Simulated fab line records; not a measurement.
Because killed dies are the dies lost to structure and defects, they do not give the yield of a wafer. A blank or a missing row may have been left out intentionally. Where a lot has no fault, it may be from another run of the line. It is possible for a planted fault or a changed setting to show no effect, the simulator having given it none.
Chamber matching | flow n5Finfet | N5_BEOL_M8_ETCH_66 on rieDiel-02 has 4 sister chambers
The step etches SOC in N2/H2, target depth 80 nm, overetch 16 nm, time 120 s. 7 wafers are shown with their chamber, then 8 later ones without.

== WAFERS, EACH WITH ITS CHAMBER ==
wafer  | chamber | showerheadPlenumPTorr (Torr) | oesProductAu (a.u.)
L086.3 | 1       | 2.43                         | 0.57
L086.4 | 0       | 2.50                         | 0.53
L086.5 | 0       | 2.50                         | 0.53
L088.1 | 2       | 2.71                         | 0.71
L088.2 | 3       | 2.61                         | 0.67
L088.5 | 3       | 2.61                         | 0.67
L093.1 | 1       | 2.42                         | 0.56

== WAFERS MISSING THEIR CHAMBER ==
wafer  | showerheadPlenumPTorr (Torr) | oesProductAu (a.u.)
L093.4 | 2.61                         | 0.67
L093.5 | 2.42                         | 0.56
L094.1 | 2.61                         | 0.66
L094.5 | 2.61                         | 0.67
L094.6 | 2.71                         | 0.70
L095.2 | 2.61                         | 0.66
L095.3 | 2.42                         | 0.56
L095.5 | 2.71                         | 0.69

== THE CHAMBER EACH PASSED THROUGH ==
wafer  | from the rows above | in truth
L093.4 | 3                   | 3
L093.5 | 1                   | 1
L094.1 | 3                   | 3
L094.5 | 3                   | 3
L094.6 | 2                   | 2
L095.2 | 3                   | 3
L095.3 | 1                   | 1
L095.5 | 2                   | 2
Placed correctly: 8 of 8. Number that these rows cannot place: 0. 0 placed wrongly.
How it was worked out, from the rows above alone: a wafer's distance from a chamber is the root of the sum, over the readings, of the square of ((its reading less the chamber's mean) divided by the reading's scatter). The wafer belongs to the nearest chamber; if the next one is less than 2 further off, it can't be placed. A chamber's mean is the mean of its shown wafers. The scatter: the root of (the sum of the squares of (reading less its chamber's mean) over the shown wafers, divided by (wafers less chambers)).
